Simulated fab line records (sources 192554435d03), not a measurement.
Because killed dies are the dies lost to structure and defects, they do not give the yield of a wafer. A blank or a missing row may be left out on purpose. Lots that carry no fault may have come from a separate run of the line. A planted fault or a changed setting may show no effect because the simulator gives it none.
Chamber matching + flow n5Finfet + N5_FIN_CUT_ETCH_20 on rieDiel-02: 4 sister chambers
The step etches SiARC in CF4, target depth 26 nm, time 43.3 s. 14 wafers are shown with their chamber, then 7 later ones without.

== EACH WAFER AND ITS CHAMBER ==
| wafer  | chamber | showerheadPlenumPTorr (Torr) | throttleValvePct (%) | oesProductAu (a.u.) |
|--------|---------|------------------------------|----------------------|---------------------|
| L074.2 | 1       | 2.13                         | 15.98                | 0.62                |
| L074.3 | 0       | 2.01                         | 15.84                | 0.67                |
| L074.4 | 2       | 2.09                         | 15.43                | 0.77                |
| L076.2 | 2       | 2.09                         | 15.41                | 0.78                |
| L076.3 | 1       | 2.13                         | 15.98                | 0.62                |
| L076.6 | 3       | 2.22                         | 15.73                | 0.58                |
| L077.3 | 0       | 2.01                         | 15.86                | 0.67                |
| L077.5 | 3       | 2.22                         | 15.71                | 0.58                |
| L077.6 | 2       | 2.09                         | 15.42                | 0.76                |
| L081.1 | 3       | 2.21                         | 15.74                | 0.58                |
| L081.3 | 1       | 2.13                         | 16.02                | 0.61                |
| L081.6 | 0       | 2.01                         | 15.86                | 0.65                |
| L082.1 | 2       | 2.09                         | 15.45                | 0.76                |
| L082.3 | 0       | 2.01                         | 15.86                | 0.65                |

SIGNATURES (means of the wafers above)
| reading               | chamber 0 | chamber 1 | chamber 2 | chamber 3 | scatter within a chamber |
|-----------------------|-----------|-----------|-----------|-----------|--------------------------|
| showerheadPlenumPTorr | 2.0100    | 2.1300    | 2.0900    | 2.2167    | 0.00258                  |
| throttleValvePct      | 15.8550   | 15.9933   | 15.4275   | 15.7267   | 0.0165                   |
| oesProductAu          | 0.6600    | 0.6167    | 0.7675    | 0.5800    | 0.00861                  |
Rule: a wafer lies at a distance from a chamber equal to the root of the sum of squares, over the readings, of (its reading less the chamber's mean, divided by the reading's scatter). The wafer belongs to the nearest chamber; if the next one is less than 2 further off, it can't be placed. The scatter: take each reading less its chamber's mean, square it, sum over the shown wafers, divide by the number of wafers less the number of chambers, and take the root.

== WAFERS MISSING THEIR CHAMBER ==
| wafer  | showerheadPlenumPTorr (Torr) | throttleValvePct (%) | oesProductAu (a.u.) |
|--------|------------------------------|----------------------|---------------------|
| L082.4 | 2.21                         | 15.74                | 0.57                |
| L089.1 | 2.08                         | 15.47                | 0.75                |
| L089.2 | 2.12                         | 16.03                | 0.60                |
| L089.3 | 2.00                         | 15.89                | 0.64                |
| L096.4 | 2.12                         | 16.05                | 0.59                |
| L096.5 | 2.00                         | 15.93                | 0.64                |
| L096.6 | 2.08                         | 15.50                | 0.72                |

== WHICH CHAMBER EACH WENT THROUGH ==
| wafer  | from the rows above | in truth |
|--------|---------------------|----------|
| L082.4 | 3                   | 3        |
| L089.1 | 2                   | 2        |
| L089.2 | 1                   | 1        |
| L089.3 | 0                   | 0        |
| L096.4 | 1                   | 1        |
| L096.5 | 0                   | 0        |
| L096.6 | 2                   | 2        |
Placed correctly: 7 of 7. Not placeable from these rows: 0. Wrongly placed: 0.
